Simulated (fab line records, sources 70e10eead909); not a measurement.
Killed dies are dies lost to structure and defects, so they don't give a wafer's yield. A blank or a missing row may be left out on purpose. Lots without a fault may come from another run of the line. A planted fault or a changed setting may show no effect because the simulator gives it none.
fab line records | flow nand_harc
record lots=24 wafers=72 last_day=33
route steps=1302 shown A_SLIT@936 A_CONTACT@983
lots that met no fault: from a run of the same line without faults
start_h: hours from the record's first day to the start of the lot's first wafer shown | wait_h: hours since the lot's step before | " the same as in the row above | L1.1+2: a row that stands for several wafers | - no value, or no start given | * or withheld: withheld | < > ~ a bound
route shown NAME@n: a module of which the file shows steps, and the number in the route of the first | usual: mean/standard deviation of fault-free wafers | same: alike in all rows | chamber/n: place in a boat | sites: the reading at each site | _std_site: their standard deviation | _edge_site: outer sites' mean less inner sites' | radius_mm: how far each site lies from the wafer's centre | mask NAME#n: copy n | behind: the tool/chamber that last shaped the wafer | hold: why the lot was held/for how many hours/how that ended | device: the transistor (n, p or np) that didn't switch | end of line: the same wafers' tests at the end of the route | a step without rows: its recipe alone | killed: dies lost to structure and defects at the first sort, not the wafer's yield | map: a wafer's dies, x killed, . not, _ none there
set.NAME: the setting as run; set.NAME@STEP: as run at that earlier step | model.NAME: the simulator's own value behind a step, which no gauge read
steps of the route over a sample of lots; a table a step, a row a wafer
services: from which hour (start_h, from the record's first day; less than 0 if before it) a tool's chamber was out of use, for how many hours, and why
## steps
# step NHARC_A_SLIT_DESCUM_14
# recipe time_s=3 o2_flow_sccm=200 ar_flow_sccm=0 bias_power_w=0 chemistry=O2
# usual chamber_pressure_mTorr=60.00/0.055 drypump_motor_current_A=6.0/0.44 oes_product_au=1.001/0.015 rf_vpp_V=57.8/0.86 showerhead_plenum_p_Torr=1.92/0.056 throttle_valve_pct=11.312/0.0089
# same time_s=3
# columns lot.wafer tool chamber start_h wait_h chamber_pressure_mTorr drypump_motor_current_A oes_product_au rf_hours_counter_h rf_vpp_V showerhead_plenum_p_Torr throttle_valve_pct
L075.2 rie_diel-09 2 452.49 0.1 60.05 5.8 1.031 9 58.4 1.90 11.324
L075.4 " 0 " " 60.01 5.5 1.013 8 57.7 1.84 11.329
L075.6 " 2 " " 60.01 5.8 1.028 - 56.9 1.90 11.305
L076.4 rie_diel-06 2 460.83 0.1 59.93 5.8 1.010 7 56.4 1.84 11.305
L076.5 " 0 " " 60.07 5.5 1.011 - 57.2 1.98 11.304
L076.6 " 1 " " 59.98 6.7 0.997 - 58.3 1.95 11.308
L074.1 rie_diel-09 1 461.71 0.1 59.98 5.4 1.022 4 57.4 1.94 11.316
L074.3 " 2 " " 60.14 5.7 1.028 10 57.9 1.90 11.307
L074.6 " 1 " " 60.06 5.4 1.021 - 57.8 1.94 11.295
L077.1 rie_diel-10 2 483.71 0.1 59.90 6.7 1.005 2 59.3 1.87 11.316
L077.6 " 2 " " 59.89 6.8 1.011 - 56.7 1.87 11.325
L077.5 " 3 " " 59.94 6.1 1.002 - 56.9 1.92 11.307
L078.1 rie_diel-09 2 483.87 0.1 60.00 5.8 1.029 12 57.4 1.90 11.310
L078.3 " 3 " " 59.94 5.5 1.013 12 60.3 1.98 11.319
L078.5 " 2 " " 59.96 5.8 1.024 - 57.4 1.90 11.316
L079.1 rie_diel-06 0 505.84 0.1 59.99 5.6 0.986 0 58.9 1.98 11.318
L079.3 " 1 " " 60.03 6.7 0.991 1 58.8 1.95 11.311
L079.5 " 3 " " 60.09 6.0 1.009 - 58.7 1.99 11.307
L080.4 rie_diel-06 2 507.48 0.1 59.97 5.8 1.004 1 57.7 1.84 11.319
L080.6 " 3 " " 60.03 6.0 1.014 - 58.6 1.99 11.319
L080.5 " 0 " " 59.99 5.5 0.980 - 58.8 1.98 11.309
L082.4 rie_diel-10 1 527.56 0.1 60.08 5.9 1.014 6 59.4 1.87 11.311
L082.1 " 2 " " 59.98 6.7 0.992 5 57.6 1.87 11.297
L082.5 " 1 " " 60.04 5.9 1.001 - 57.6 1.87 11.303
L081.4 rie_diel-09 3 536.75 0.1 60.01 5.5 0.967 1 57.4 1.98 11.322
L081.1 " 0 " " 60.10 5.5 1.021 1 58.1 1.84 11.303
L081.5 " 3 " " 59.95 5.5 0.974 - 57.4 1.98 11.324
L083.2 rie_diel-10 3 536.90 0.1 60.03 6.1 0.996 5 57.1 1.92 11.317
L083.3 " 1 " " 60.03 5.9 1.003 7 57.8 1.87 11.307
L083.6 " 3 " " 60.05 6.1 0.992 - 56.2 1.92 11.315
L084.1 rie_diel-10 0 557.90 0.1 60.06 6.4 0.995 8 58.7 2.00 11.304
L084.6 " 2 " " 59.96 6.7 0.980 - 56.6 1.87 11.317
L084.5 " 3 " " 59.97 6.1 1.007 - 57.2 1.92 11.316
L085.3 rie_diel-06 2 562.36 0.1 59.92 5.8 0.996 4 58.3 1.84 11.306
L085.2 " 3 " " 59.98 6.1 1.020 4 58.7 1.99 11.308
L085.6 " 3 " " 60.01 6.0 1.030 - 58.8 1.99 11.322
L086.1 rie_diel-10 1 571.34 0.1 59.94 5.9 1.005 10 56.6 1.87 11.298
L086.3 " 0 " " 59.94 6.4 0.999 10 59.3 2.00 11.295
L086.5 " 1 " " 59.96 5.8 1.005 - 57.1 1.87 11.316
L087.1 rie_diel-10 3 577.15 0.1 59.99 6.1 0.999 9 56.6 1.91 11.315
L087.5 " 2 " " 60.10 6.7 0.988 - 57.6 1.87 11.313
L087.6 " 3 " " 60.03 6.1 0.994 - 57.5 1.91 11.316
L089.4 rie_diel-09 3 587.63 0.1 60.10 5.5 0.959 4 57.7 1.97 11.318
L089.2 " 1 " " 59.99 5.4 0.993 4 58.6 1.94 11.294
L089.5 " 3 " " 60.02 5.5 0.966 - 57.8 1.97 11.329
L088.3 rie_diel-10 0 588.35 0.1 60.03 6.4 0.997 11 58.1 2.00 11.306
L088.4 " 1 " " 59.98 5.9 0.998 12 56.5 1.87 11.311
L088.1 " 3 " " 59.97 6.1 0.990 10 58.4 1.91 11.320
L091.1 rie_diel-10 0 621.25 0.1 60.03 6.4 1.009 1 57.8 2.00 11.324
L091.4 " 2 " " 59.98 6.7 1.015 1 57.8 1.87 11.314
L091.5 " 0 " " 60.04 6.4 1.019 - 58.6 2.00 11.311
L092.2 rie_diel-09 3 629.13 0.1 59.95 5.5 0.966 6 58.2 1.97 11.290
L092.1 " 0 " " 59.87 5.5 1.005 5 57.4 1.84 11.322
L092.4 " 0 " " 59.91 5.5 1.009 - 56.2 1.84 11.322
L090.2 rie_diel-06 1 629.89 0.1 60.00 6.7 0.998 8 56.9 1.95 11.312
L090.3 " 2 " " 60.04 5.8 0.996 6 56.7 1.84 11.310
L090.6 " 0 " " 60.03 5.5 0.974 - 58.7 1.97 11.321
L093.2 rie_diel-09 1 637.16 0.1 60.07 5.4 0.992 5 58.0 1.94 11.302
L093.4 " 3 " " 60.07 5.5 0.980 7 55.9 1.97 11.328
L093.6 " 2 " " 59.98 5.8 0.993 - 58.2 1.89 11.323
L094.3 rie_diel-06 2 651.90 0.1 60.00 5.8 0.984 8 57.8 1.84 11.313
L094.2 " 3 " " 59.93 6.0 1.005 7 58.8 1.99 11.322
L094.5 " 3 " " 60.04 6.0 1.009 - 58.4 1.99 11.326
L095.3 rie_diel-09 0 669.96 0.1 59.98 5.5 0.995 8 56.0 1.84 11.313
L095.4 " 1 " " 59.94 5.4 1.007 8 57.3 1.94 11.305
L095.5 " 1 " " 59.90 5.4 0.998 - 57.3 1.94 11.312
L096.3 rie_diel-10 3 670.12 0.1 59.95 6.1 0.994 3 57.2 1.91 11.309
L096.2 " 1 " " 60.02 5.9 0.998 3 57.9 1.86 11.325
L096.5 " 0 " " 59.94 6.4 1.009 - 59.0 2.00 11.310
L097.3 rie_diel-10 1 685.75 0.1 60.08 5.9 0.993 4 58.0 1.86 11.297
L097.2 " 2 " " 59.99 6.7 1.003 4 58.3 1.87 11.315
L097.5 " 0 " " 60.01 6.4 1.014 - 57.6 2.00 11.326
# step NHARC_A_SLIT_CD_MEAS_21
# usual cd_nm=289.2/0.97
# columns lot.wafer tool chamber start_h wait_h cd_nm
L075.2 cd_sem-02 - 458.77 - 289.0
L075.4 " - " " 290.3
L075.6 " - " " 288.3
L076.4 cd_sem-02 - 469.34 - 289.9
L076.5 " - " " 290.0
L076.6 " - " " 289.4
L074.1 cd_sem-02 - 470.97 - 290.1
L074.3 " - " " 290.4
L074.6 " - " " 289.7
L077.1 cd_sem-02 - 490.05 - 289.1
L077.5 " - " " 289.5
L077.6 " - " " 288.5
L078.1 cd_sem-03 - 490.16 - 288.5
L078.3 " - " " 290.6
L078.5 " - " " 290.2
L079.1 cd_sem-03 - 512.08 - 288.9
L079.3 " - " " 289.2
L079.5 " - " " 288.8
L080.4 cd_sem-03 - 513.79 - 286.8
L080.5 " - " " 289.2
L080.6 " - " " 288.9
L082.1 cd_sem-02 - 533.91 - 289.4
L082.4 " - " " 290.0
L082.5 " - " " 289.7
L081.1 cd_sem-01 - 543.10 - 288.8
L081.4 " - " " 289.3
L081.5 " - " " 289.6
L083.2 cd_sem-02 - 543.17 - 287.4
L083.3 " - " " 288.9
L083.6 " - " " 287.6
L084.1 cd_sem-01 - 564.25 - 288.8
L084.5 " - " " 289.7
L084.6 " - " " 289.6
L085.2 cd_sem-01 - 568.70 - 287.0
L085.3 " - " " 287.4
L085.6 " - " " 287.4
L086.1 cd_sem-01 - 578.03 - 289.2
L086.3 " - " " 289.5
L086.5 " - " " 288.8
L087.1 cd_sem-02 - 583.41 - 289.3
L087.5 " - " " 290.5
L087.6 " - " " 288.4
L089.2 cd_sem-01 - 593.98 - 290.5
L089.4 " - " " 289.9
L089.5 " - " " 290.2
L088.1 cd_sem-03 - 597.87 - 288.9
L088.3 " - " " 290.0
L088.4 " - " " 288.9
L091.1 cd_sem-03 - 627.67 - 288.8
L091.4 " - " " 288.6
L091.5 " - " " 287.6
L092.1 cd_sem-01 - 635.74 - 289.7
L092.2 " - " " 290.9
L092.4 " - " " 290.5
L090.2 cd_sem-01 - 636.18 - 290.0
L090.3 " - " " 290.5
L090.6 " - " " 289.9
L093.2 cd_sem-01 - 643.71 - 288.5
L093.4 " - " " 289.2
L093.6 " - " " 290.0
L094.2 cd_sem-02 - 658.20 - 289.6
L094.3 " - " " 290.6
L094.5 " - " " 288.6
L095.3 cd_sem-01 - 676.33 - 288.2
L095.4 " - " " 288.8
L095.5 " - " " 287.9
L096.2 cd_sem-03 - 676.37 - 288.9
L096.3 " - " " 290.1
L096.5 " - " " 289.9
L097.2 cd_sem-03 - 692.14 - 288.4
L097.3 " - " " 290.1
L097.5 " - " " 288.6
# step NHARC_A_CONTACT_DEP_24
# recipe target_thk_a=5000 temp_c=400 pressure_torr=6.5 rf_w=900 teos_flow_sccm=161.4 flow_sccm=2650 target_thk_nm=500 gas=O2 material=SiO2
# usual heater_power_w=573/120 throttle_valve_pct=15.4/0.78
# columns lot.wafer tool chamber start_h wait_h heater_power_w throttle_valve_pct
L075.2 pecvd-01 0 484.90 0.1 580 16.5
L075.4 " 1 " " 476 15.0
L075.6 " 2 " " 722 15.4
L076.5 pecvd-02 1 495.70 0.2 741 15.0
L076.4 " 2 " " 457 14.6
L076.6 " 0 " " 482 15.2
L074.3 pecvd-02 2 497.92 0.1 442 14.4
L074.1 " 1 " " 676 15.0
L074.6 " 2 " " 465 14.4
L078.1 pecvd-01 0 515.19 0.1 581 16.4
L078.3 " 2 " " 804 14.2
L078.5 " 2 " " 789 14.6
L077.1 pecvd-02 1 515.39 0.2 813 15.2
L077.6 " 2 " " 395 14.4
L077.5 " 1 " " 620 15.3
L079.1 pecvd-02 1 537.45 0.1 734 14.9
L079.3 " 0 " " 518 15.6
L079.5 " 0 " " 532 15.3
L080.5 pecvd-01 0 537.64 0.3 584 16.6
L080.6 " 1 " " 544 14.9
L080.4 " 2 " " 782 14.4
L082.1 pecvd-01 1 559.67 0.1 478 15.2
L082.5 " 1 " " 512 14.7
L082.4 " 2 " " 640 14.4
L081.1 pecvd-04 0 567.62 0.1 495 17.0
L081.4 " 1 " " 511 15.7
L081.5 " 1 " " 383 15.4
L083.3 pecvd-01 0 567.64 0.1 610 16.7
L083.2 " 1 " " 497 14.9
L083.6 " 0 " " 632 16.7
L084.1 pecvd-02 1 588.99 0.2 763 15.6
L084.6 " 0 " " 532 15.4
L084.5 " 1 " " 785 15.3
L085.3 pecvd-01 2 594.25 0.2 757 14.4
L085.2 " 0 " " 632 16.8
L085.6 " 0 " " 640 16.5
L086.1 pecvd-02 2 605.65 0.1 447 14.6
L086.3 " 0 " " 532 15.4
L086.5 " 2 " " 474 14.8
L087.1 pecvd-02 2 610.81 0.3 447 14.9
L087.6 " 0 " " 530 15.2
L087.5 " 2 " " 491 14.3
L089.2 pecvd-02 2 618.89 0.2 527 14.8
L089.4 " 0 " " 466 14.9
L089.5 " 1 " " 778 14.7
L088.3 pecvd-04 2 627.93 0.1 634 16.7
L088.1 " 0 " " 515 17.1
L088.4 " 2 " " 646 16.8
L091.1 pecvd-04 2 655.44 0.1 599 15.9
L091.5 " 2 " " 624 16.0
L091.4 " 1 " " 518 14.9
L092.1 pecvd-02 2 660.38 0.1 416 15.1
L092.2 " 1 " " 793 14.9
L092.4 " 1 " " 806 15.0
L090.3 pecvd-04 2 660.61 0.3 653 16.0
L090.2 " 0 " " 520 16.6
L090.6 " 1 " " 434 15.3
L093.2 pecvd-04 0 672.50 0.1 418 16.5
L093.6 " 2 " " 653 16.3
L093.4 " 0 " " 455 16.6
L094.3 pecvd-02 0 684.41 0.1 453 15.2
L094.2 " 1 " " 794 15.0
L094.5 " 1 " " 804 14.7
L096.2 pecvd-01 0 701.10 0.1 602 16.3
L096.3 " 1 " " 445 15.0
L096.5 " 1 " " 462 14.7
L095.3 pecvd-02 1 701.15 0.1 758 15.2
L095.5 " 1 " " 755 14.9
L095.4 " 2 " " 538 15.0
L097.3 pecvd-04 0 716.99 0.1 402 17.0
L097.2 " 1 " " 527 15.1
L097.5 " 0 " " 439 17.1
# step NHARC_A_CONTACT_DEP_28
# recipe target_thk_a=70000 temp_c=400 material=aC
# usual throttle_valve_pct=34.999/0.011
# columns lot.wafer tool chamber start_h wait_h throttle_valve_pct
L075.2 acl_dep-02 0 487.12 1.7 34.997
L075.4 " 0 488.55 3.1 34.995
L075.6 " 0 489.97 4.5 35.008
L076.4 acl_dep-02 0 499.00 2.9 35.005
L076.5 " 0 " " 34.996
L076.6 " 0 " " 35.011
L074.1 acl_dep-01 0 499.69 1.2 35.011
L074.3 " 0 501.12 2.6 35.007
L074.6 " 0 503.26 4.8 35.007
L078.1 acl_dep-03 0 515.79 0.1 35.025
L078.3 " 0 517.20 1.5 34.995
L078.5 " 0 518.60 2.9 35.026
L077.1 acl_dep-01 0 515.87 0.1 35.003
L077.5 " 0 518.70 2.9 34.997
L077.6 " 0 " " 34.991
L079.1 acl_dep-02 0 538.10 0.1 34.984
L079.3 " 0 539.51 1.5 35.002
L079.5 " 0 540.92 2.9 35.002
L080.4 acl_dep-01 0 540.15 2.1 35.001
L080.5 " 0 " " 35.004
L080.6 " 0 " " 35.011
L082.1 acl_dep-03 0 561.52 1.4 34.995
L082.4 " 0 563.67 3.5 35.005
L082.5 " 0 " " 34.997
L081.1 acl_dep-03 0 568.42 0.1 34.994
L081.4 " 0 570.53 2.2 34.995
L081.5 " 0 " " 34.991
L083.2 acl_dep-01 0 568.90 0.8 35.001
L083.3 " 0 " " 34.985
L083.6 " 0 571.75 3.6 35.002
L084.1 acl_dep-03 0 591.21 1.8 35.001
L084.5 " 0 594.04 4.6 34.975
L084.6 " 0 " " 34.988
L085.2 acl_dep-02 0 595.96 1.2 34.993
L085.3 " 0 " " 34.995
L085.6 " 0 598.80 4.0 35.004
L086.1 acl_dep-01 0 606.26 0.1 35.009
L086.3 " 0 607.68 1.5 35.006
L086.5 " 0 609.10 2.9 35.006
L087.1 acl_dep-01 0 612.32 1.1 35.002
L087.5 " 0 615.17 3.9 35.017
L087.6 " 0 " " 34.985
L089.2 acl_dep-01 0 622.92 3.6 35.006
L089.4 " 0 624.32 5.0 35.000
L089.5 " 0 " " 34.993
L088.1 acl_dep-01 0 630.32 1.8 35.005
L088.3 " 0 631.77 3.3 34.999
L088.4 " 0 " " 35.017
L091.1 acl_dep-03 0 656.04 0.1 35.002
L091.4 " 0 658.16 2.2 34.994
L091.5 " 0 " " 35.000
L090.2 acl_dep-02 0 661.92 0.8 35.005
L090.3 " 0 " " 34.989
L090.6 " 0 664.72 3.6 34.999
L092.1 acl_dep-01 0 662.12 1.0 35.005
L092.2 " 0 " " 34.980
L092.4 " 0 664.24 3.1 35.005
L093.2 acl_dep-02 0 675.43 2.4 34.992
L093.4 " 0 676.86 3.9 34.974
L093.6 " 0 678.28 5.3 34.997
L094.2 acl_dep-02 0 687.20 2.2 34.993
L094.3 " 0 " " 34.999
L094.5 " 0 689.30 4.3 34.989
L096.2 acl_dep-03 0 702.59 0.9 35.001
L096.3 " 0 " " 34.991
L096.5 " 0 704.69 3.0 35.002
L095.3 acl_dep-02 0 706.45 4.8 35.011
L095.4 " 0 " " 35.008
L095.5 " 0 " " 35.007
L097.2 acl_dep-02 0 720.09 2.6 34.983
L097.3 " 0 " " 35.001
L097.5 " 0 722.21 4.7 35.003
# step NHARC_A_CONTACT_INSPECT_44
# usual raw_defect_count=85/36
# columns lot.wafer tool chamber start_h wait_h raw_defect_count
L075.2 defect_inspect-01 - 491.55 0.0 19
L075.4 " - " " 13
L075.6 " - " " 19
L076.4 defect_inspect-01 - 502.00 0.0 167
L076.5 " - " " 157
L076.6 " - " " 131
L074.1 defect_inspect-02 - 504.85 0.0 124
L074.3 " - " " 120
L074.6 " - " " 123
L078.1 defect_inspect-01 - 520.88 0.0 18
L078.3 " - " " 22
L078.5 " - " " 16
L077.1 defect_inspect-02 - 521.03 0.0 102
L077.5 " - " " 115
L077.6 " - " " 97
L080.4 defect_inspect-02 - 543.13 0.0 59
L080.5 " - " " 66
L080.6 " - " " 56
L079.1 defect_inspect-01 - 543.17 0.0 116
L079.3 " - " " 121
L079.5 " - " " 111
L082.1 defect_inspect-02 - 566.68 0.0 74
L082.4 " - " " 73
L082.5 " - " " 68
L083.2 defect_inspect-01 - 573.36 0.0 74
L083.3 " - " " 80
L083.6 " - " " 69
L081.1 defect_inspect-02 - 573.52 0.0 67
L081.4 " - " " 77
L081.5 " - " " 61
L084.1 defect_inspect-02 - 600.38 0.0 122
L084.5 " - " " 118
L084.6 " - " " 109
L085.2 defect_inspect-01 - 600.42 0.0 48
L085.3 " - " " 37
L085.6 " - " " 32
L086.1 defect_inspect-02 - 611.39 0.0 68
L086.3 " - " " 65
L086.5 " - " " 69
L087.1 defect_inspect-01 - 617.34 0.0 101
L087.5 " - " " 103
L087.6 " - " " 94
L089.2 defect_inspect-01 - 627.30 0.0 62
L089.4 " - " " 77
L089.5 " - " " 60
L088.1 defect_inspect-02 - 635.52 0.0 185
L088.3 " - " " 138
L088.4 " - " " 137
L091.1 defect_inspect-01 - 661.10 0.0 72
L091.4 " - " " 77
L091.5 " - " " 74
L090.2 defect_inspect-01 - 666.29 0.0 61
L090.3 " - " " 51
L090.6 " - " " 59
L092.1 defect_inspect-01 - 667.23 0.0 120
L092.2 " - " " 113
L092.4 " - " " 133
L093.2 defect_inspect-02 - 679.73 0.0 111
L093.4 " - " " 114
L093.6 " - " " 158
L094.2 defect_inspect-02 - 691.58 0.0 70
L094.3 " - " " 84
L094.5 " - " " 63
L096.2 defect_inspect-01 - 706.83 0.0 77
L096.3 " - " " 82
L096.5 " - " " 82
L095.3 defect_inspect-01 - 710.14 0.0 86
L095.4 " - " " 79
L095.5 " - " " 94
L097.2 defect_inspect-02 - 724.50 0.0 65
L097.3 " - " " 63
L097.5 " - " " 61
# step NHARC_A_CONTACT_ETCH_117
# recipe source_w=withheld pressure_mtorr=20 bias_v=3000 time_s=190 target_depth_a=18500 ar_flow_sccm=withheld c4f8_flow_sccm=withheld o2_flow_sccm=withheld chemistry=C4F8/O2/Ar
# usual chamber_pressure_mTorr=20.000/0.019
# same time_s=190
# columns lot.wafer tool chamber start_h wait_h chamber_pressure_mTorr rf_hours_counter_h
L075.2 har_cap_etch-01 0 494.50 0.1 19.999 131
L075.4 " 1 " " 20.014 -
L075.6 " 0 " " 20.022 -
L076.4 har_cap_etch-03 0 505.04 0.1 20.032 -
L076.5 " 1 " " 19.993 -
L076.6 " 0 " " 20.007 -
L074.1 har_cap_etch-03 1 507.78 0.1 19.998 42
L074.3 " 1 " " 20.008 -
L074.6 " 0 " " 19.992 -
L078.1 har_cap_etch-03 1 524.01 0.1 20.001 46
L078.3 " 0 " " 19.981 -
L078.5 " 0 " " 20.043 -
L077.1 har_cap_etch-02 0 524.89 0.1 19.978 88
L077.5 " 1 " " 20.003 -
L077.6 " 0 " " 19.999 -
L079.1 har_cap_etch-01 0 546.24 0.1 19.995 7
L079.3 " 0 " " 20.003 -
L079.5 " 1 " " 20.005 -
L080.4 har_cap_etch-02 0 546.27 0.1 19.978 -
L080.5 " 1 " " 19.997 -
L080.6 " 0 " " 19.987 -
L082.1 har_cap_etch-02 0 569.65 0.1 19.994 96
L082.4 " 0 " " 20.022 -
L082.5 " 1 " " 19.966 -
L081.1 har_cap_etch-03 1 576.48 0.1 20.014 55
L081.4 " 0 " " 20.008 -
L081.5 " 1 " " 19.980 -
L083.2 har_cap_etch-01 1 576.79 0.2 20.047 10
L083.3 " 1 " " 19.985 -
L083.6 " 1 " " 20.012 -
L084.1 har_cap_etch-01 1 603.36 0.1 19.995 14
L084.6 " 0 " " 19.993 -
L084.5 " 1 " " 19.986 -
L085.2 har_cap_etch-03 1 603.36 0.1 19.997 60
L085.3 " 0 " " 20.004 -
L085.6 " 1 " " 20.002 -
L086.1 har_cap_etch-03 1 614.81 0.2 20.000 62
L086.3 " 0 " " 20.019 -
L086.5 " 0 " " 20.010 -
L087.1 har_cap_etch-02 1 620.27 0.1 20.027 104
L087.5 " 1 " " 19.992 -
L087.6 " 0 " " 19.975 -
L089.2 har_cap_etch-01 1 630.72 0.1 20.009 20
L089.4 " 0 " " 20.020 -
L089.5 " 0 " " 19.999 -
L088.1 har_cap_etch-01 1 638.52 0.1 19.989 22
L088.4 " 0 " " 19.998 -
L088.3 " 1 " " 20.023 -
L091.1 har_cap_etch-01 0 664.05 0.1 20.007 26
L091.4 " 1 " " 20.004 -
L091.5 " 0 " " 20.016 -
L090.2 har_cap_etch-02 1 669.27 0.1 19.997 112
L090.3 " 1 " " 19.990 -
L090.6 " 0 " " 20.014 -
L092.1 har_cap_etch-03 0 670.16 0.1 20.018 71
L092.2 " 1 " " 19.966 71
L092.4 " 0 " " 19.982 -
L093.2 har_cap_etch-03 1 682.69 0.1 19.981 73
L093.4 " 0 " " 19.963 -
L093.6 " 0 " " 20.003 -
L094.2 har_cap_etch-03 1 694.65 0.1 20.009 77
L094.3 " 0 " " 19.973 -
L094.5 " 1 " " 20.010 -
L096.2 har_cap_etch-03 0 710.17 0.2 19.974 79
L096.3 " 1 " " 19.980 -
L096.5 " 0 " " 19.983 -
L095.3 har_cap_etch-01 0 713.12 0.1 20.043 -
L095.4 " 1 " " 19.990 -
L095.5 " 1 " " 19.998 -
L097.2 har_cap_etch-02 0 727.76 0.2 19.989 123
L097.3 " 0 " " 20.009 -
L097.5 " 1 " " 20.012 -
## services
# columns tool chamber start_h hours kind
rie_diel-10 2 447.48 16.9 repair
har_cap_etch-01 - 481.11 0.4 repair
rie_diel-10 3 488.99 10.4 repair
pecvd-01 - 492.25 13.0 pm
rie_diel-09 - 497.36 9.0 pm
har_cap_etch-01 - 497.42 17.0 pm
rie_diel-09 - 528.83 1.9 repair
acl_dep-01 - 554.61 13.0 pm
pecvd-02 0 579.84 6.1 repair
pecvd-02 - 589.41 13.0 pm
rie_diel-10 - 596.50 9.0 pm
acl_dep-02 - 609.74 13.0 pm
rie_diel-09 1 617.28 15.0 repair
pecvd-02 1 640.90 2.6 repair
rie_diel-10 3 656.52 2.0 repair
pecvd-02 0 659.15 5.8 repair
rie_diel-09 1 673.16 6.1 repair
pecvd-02 - 673.99 1.5 repair
rie_diel-09 - 674.36 9.0 pm
har_cap_etch-03 - 675.17 0.9 repair
rie_diel-09 2 688.08 4.9 repair
pecvd-02 0 713.77 4.8 repair
rie_diel-09 0 722.75 35.1 repair
rie_diel-09 2 725.60 14.1 repair
## key
fault none
